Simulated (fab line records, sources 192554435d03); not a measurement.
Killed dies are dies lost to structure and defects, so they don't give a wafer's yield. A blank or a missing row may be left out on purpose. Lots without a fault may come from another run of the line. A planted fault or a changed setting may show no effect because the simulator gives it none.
Which tool did it? | flow n5_finfet | 8 lots, 24 wafers sampled, at 4 steps of a route of 1938

WHAT THE GAUGES READ, wafer by wafer
N5_BEOL_M8_THK_MEAS_53: measures by xrf.
lot  | measured     | on            | M8_THK (nm)
L969 | day 11 00:15 | film_metro-02 | 79.3 81.7 83.7
L973 | day 11 20:20 | film_metro-01 | 75.9 75.4 74.2
L975 | day 12 21:54 | film_metro-02 | 81.5 81.2 80.3
L978 | day 13 07:58 | film_metro-01 | 300.3 299.4 294.9
L977 | day 13 11:53 | film_metro-01 | 302.7 305.2 304.9
L983 | day 15 21:29 | film_metro-02 | 80.0 83.3 82.7
L985 | day 15 21:20 | film_metro-01 | 81.0 83.8 81.3
L984 | day 17 10:07 | film_metro-01 | 81.8 81.4 79.4

WHICH TOOL RAN EACH LOT (tool, then ch and the chambers of the sampled wafers, then the start)
lot  | N5_BEOL_M8_ETCH_41                            | N5_BEOL_M8_ALD_77                   | N5_BEOL_M8_CMP_52
L969 | rie_diel-01 ch 1,2,3, day 10 22:25 or earlier | ald_metal-02 ch 0,1,2, day 10 22:25 | cmp-01 ch 0,1,2, day 10 23:58
L973 | rie_diel-03 ch 0,3, day 11 17:09 or earlier   | ald_metal-01 ch 1,2,3, day 11 17:09 | cmp-03 ch 0,2,3, day 11 20:07
L975 | rie_diel-05 ch 0,1,3, day 12 20:33 or earlier | ald_metal-04 ch 1,2,3, day 12 20:33 | cmp-02 ch 2,3, day 12 21:37
L978 | rie_diel-03 ch 0,2,3, day 13 06:21 or earlier | ald_metal-04 ch 0,1,3, day 13 06:21 | cmp-01 ch 0,2,3, day 13 07:47
L977 | rie_diel-03 ch 0,2, day 13 10:36 or earlier   | ald_metal-01 ch 0,1,2, day 13 10:36 | cmp-03 ch 0,1, day 13 11:35
L983 | rie_diel-03 ch 0,2,3, day 15 19:49 or earlier | ald_metal-02 ch 1,2,3, day 15 19:49 | cmp-01 ch 0,1, day 15 21:11
L985 | rie_diel-05 ch 0,1, day 15 19:45 or earlier   | ald_metal-01 ch 1,2, day 15 19:45   | cmp-03 ch 0,2,3, day 15 21:07
L984 | rie_diel-05 ch 0,1,3, day 17 08:43 or earlier | ald_metal-01 ch 1,3, day 17 08:43   | cmp-01 ch 0,1,2, day 17 09:49
- N5_BEOL_M8_ETCH_41: etches SiCN in CH3F/O2, target depth 31.9 nm, time 57.8 s.
- N5_BEOL_M8_ALD_77: deposits TaN, target thk 2 nm, pulse time 2 s, purge time 3 s.
- N5_BEOL_M8_CMP_52: polishes, stops on SiCOH lowk, t overpolish 6.9 s, target thk 80 nm.

THE ANSWER, worked out from the rows above alone
Rule: what is usual is taken from the lots themselves. Put in order of their means at a reading, lots are off if they are a third of the lots or fewer, leave a main group of 4 or more, and stand apart from it by a gap of 3 or more times the standard deviation of the main group's means; of several such gaps the widest counts. A main group whose means are all the same, to the digits that the tables above print for the reading, isn't used. A lot without any number at a reading at which 4 lots or more have one is off too. The other lots that the step has rows for count as sound.
Off: L978, L977, at N5_BEOL_M8_THK_MEAS_53 (M8_THK). The main group: mean 80.4 nm, standard deviation 2.4.
A tool fits if, at a process step before that reading, it ran every lot that is off, and no sound lot after the first of them. The gauges at N5_BEOL_M8_THK_MEAS_53 are tried like those tools. N5_BEOL_M8_ETCH_41 gives no start for some lots, so the hours and the order of its lots are those of N5_BEOL_M8_ALD_77. None of those tried fits.

WHAT THE SIMULATOR HAD PUT IN
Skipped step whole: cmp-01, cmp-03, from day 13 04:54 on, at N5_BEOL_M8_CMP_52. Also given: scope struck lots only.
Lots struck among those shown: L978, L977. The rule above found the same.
